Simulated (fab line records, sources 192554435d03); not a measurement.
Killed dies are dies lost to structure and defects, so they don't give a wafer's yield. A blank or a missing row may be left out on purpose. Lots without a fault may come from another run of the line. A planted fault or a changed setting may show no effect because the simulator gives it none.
Split-lot experiment | flow n5_finfet | 7 lots, 36 wafers read, on a route of 1938 steps

THE SPLIT
At N5_BEOL_M13_TRENCH_ETCH_34 (etches SiOC in C4F8/O2/Ar, target depth 413.47 nm, time 162.6 s), the setting time_s was moved away from the recipe's 162.6 s on 14 of the 36 wafers read, by -43.7% to +57.1%. The other wafers ran this setting at the recipe's value.

FROM THE SPLIT TO THE READING: what the file shows between them, 10 steps
- N5_BEOL_M13_STRIP_70: strips in C4F8/O2/Ar
- N5_BEOL_M13_OCD_MEAS_35
- N5_BEOL_M13_STRIP_37: strips in N2/H2
- N5_BEOL_M13_ETCH_38: etches SiCN in CF4/N2, target depth 67.5 nm, time 71.9 s
- N5_BEOL_M13_ECD_47: material Cu, target thk 936 nm
- N5_BEOL_M13_ANNEAL_48: time 90 s
- N5_BEOL_M13_CMP_49: polishes, stops on SiOC, t overpolish 17.1 s, target thk 420 nm
- N5_BEOL_M13_THK_MEAS_50: measures by xrf
- N5_BEOL_M13_PRE_CLEAN_52: time 15 s
- N5_BEOL_M13_DEP_53: deposits SiCN from 3MS/NH3, target thk 50 nm, time 17.8 s

THE READING
M13_RS, in ohm/sq, at N5_BEOL_M13_RS_MEAS_54 (measures by four-point-probe). Fault-free wafers of this fab line usually give 0.0448 ohm/sq, standard deviation 0.00069 ohm/sq.

wafer  | tool, chamber at the split | time_s as run, s | against the recipe | M13_RS, ohm/sq | against lot-mates on the recipe
L077.1 | rie_diel-03, 3             | 162.6            | recipe             | 0.0461         | -
L077.3 | rie_diel-03, 0             | 162.6            | recipe             | 0.0450         | -
L077.5 | rie_diel-03, 0             | 162.6            | recipe             | 0.0451         | -
L080.1 | rie_diel-05, 0             | 162.6            | recipe             | 0.0439         | -
L080.2 | rie_diel-05, 3             | 106.2            | -34.7%             | 0.0694         | +0.0251
L080.3 | rie_diel-05, 3             | 106.2            | -34.7%             | 0.0687         | +0.0244
L080.4 | rie_diel-05, 0             | 106.2            | -34.7%             | 0.0688         | +0.0245
L080.5 | rie_diel-05, 3             | 162.6            | recipe             | 0.0448         | -
L080.6 | rie_diel-05, 0             | 162.6            | recipe             | 0.0441         | -
L083.1 | rie_diel-02, 0             | 162.6            | recipe             | 0.0445         | -
L083.2 | rie_diel-02, 2             | 102.9            | -36.7%             | 0.0715         | +0.0271
L083.3 | rie_diel-02, 1             | 102.9            | -36.7%             | 0.0705         | +0.0261
L083.4 | rie_diel-02, 1             | 162.6            | recipe             | 0.0439         | -
L083.5 | rie_diel-02, 0             | 102.9            | -36.7%             | 0.0716         | +0.0272
L083.6 | rie_diel-02, 2             | 162.6            | recipe             | 0.0449         | -
L087.1 | rie_diel-02, 0             | 162.6            | recipe             | 0.0443         | -
L087.2 | rie_diel-02, 2             | 162.6            | recipe             | 0.0450         | -
L087.3 | rie_diel-02, 1             | 162.6            | recipe             | 0.0441         | -
L087.4 | rie_diel-02, 3             | 162.6            | recipe             | 0.0453         | -
L087.5 | rie_diel-02, 3             | 162.6            | recipe             | 0.0452         | -
L087.6 | rie_diel-02, 0             | 162.6            | recipe             | 0.0446         | -
L090.1 | rie_diel-02, 0             | 255.5            | +57.1%             | 0.0285         | -0.0164
L090.2 | rie_diel-02, 2             | 255.5            | +57.1%             | 0.0285         | -0.0164
L090.3 | rie_diel-02, 1             | 162.6            | recipe             | 0.0441         | -
L090.4 | rie_diel-02, 3             | 162.6            | recipe             | 0.0457         | -
L090.5 | rie_diel-02, 1             | 255.5            | +57.1%             | 0.0280         | -0.0169
L090.6 | rie_diel-02, 2             | 162.6            | recipe             | 0.0449         | -
L092.1 | rie_diel-03, 2             | 91.58            | -43.7%             | 0.0804         | +0.0351
L092.3 | rie_diel-03, 0,1           | 162.6            | recipe             | 0.0453         | -
L092.4 | rie_diel-03, 0             | 91.58            | -43.7%             | 0.0807         | +0.0354
L096.1 | rie_diel-03, 2             | 162.6            | recipe             | 0.0449         | -
L096.2 | rie_diel-03, 0             | 191.8            | +18.0%             | 0.0383         | -0.0067
L096.3 | rie_diel-03, 3             | 191.8            | +18.0%             | 0.0376         | -0.0074
L096.4 | rie_diel-03, 1             | 162.6            | recipe             | 0.0455         | -
L096.5 | rie_diel-03, 0             | 162.6            | recipe             | 0.0447         | -
L096.6 | rie_diel-03, 3             | 191.8            | +18.0%             | 0.0378         | -0.0072
Where a row lists several chambers, the file gives one row for several wafers and doesn't say which wafer went through which chamber.

THE FIT
A straight line over all 36 wafers: M13_RS changes by -0.000517 ohm/sq for each +1% of time_s; r = -0.94; the points scatter about the line by 0.0049 ohm/sq.
The same after taking each lot's own level away (the mean of its wafers on the recipe; 36 wafers): -0.000521 ohm/sq for each +1%; r = -0.94; scatter 0.0049 ohm/sq.
On that fit, the largest move of time_s shifts the reading by 0.03 ohm/sq.
The lots' own levels span 0.04427 to 0.04540 ohm/sq, that is 1.6 times the standard deviation above.
So the lot-to-lot level changes the slope little: the two slopes agree.
Check: with one of the wafers moved furthest among these (+57.1%) left out of the fit, the line predicts -0.0289 ohm/sq for it against its lot-mates. It came out at -0.0164 ohm/sq against them.

THE WHOLE CHAIN: every reading that the file lists as answering this split, in the file's order
step                       | what it does                                                    | reading                                                                       | change (the file's fit)               | r (the file's)
N5_BEOL_M13_TRENCH_ETCH_34 | etches SiOC in C4F8/O2/Ar, target depth 413.47 nm, time 162.6 s | etch.depth_nm (the simulator's own value, which no gauge read)                | +4.16 nm for each +1% of the setting  | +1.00
N5_BEOL_M13_OCD_MEAS_35    |                                                                 | trench_depth_nm                                                               | +4.16 nm for each +1% of the setting  | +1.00
N5_BEOL_M13_CMP_49         | polishes, stops on SiOC, t overpolish 17.1 s, target thk 420 nm | Cu_of_BEOL_M13_ECD_47.thk_nm (the simulator's own value, which no gauge read) | +4.17 nm for each +1% of the setting  | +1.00
N5_BEOL_M13_THK_MEAS_50    | measures by xrf                                                 | M13_THK                                                                       | +4.35 for each +1% of the setting     | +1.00
N5_BEOL_M13_RS_MEAS_54     | measures by four-point-probe                                    | M13_RS                                                                        | -0.000515 for each +1% of the setting | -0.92

THE FILE'S OWN FIT
M13_RS changes by -0.000515 ohm/sq for each +1% of time_s, r = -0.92.
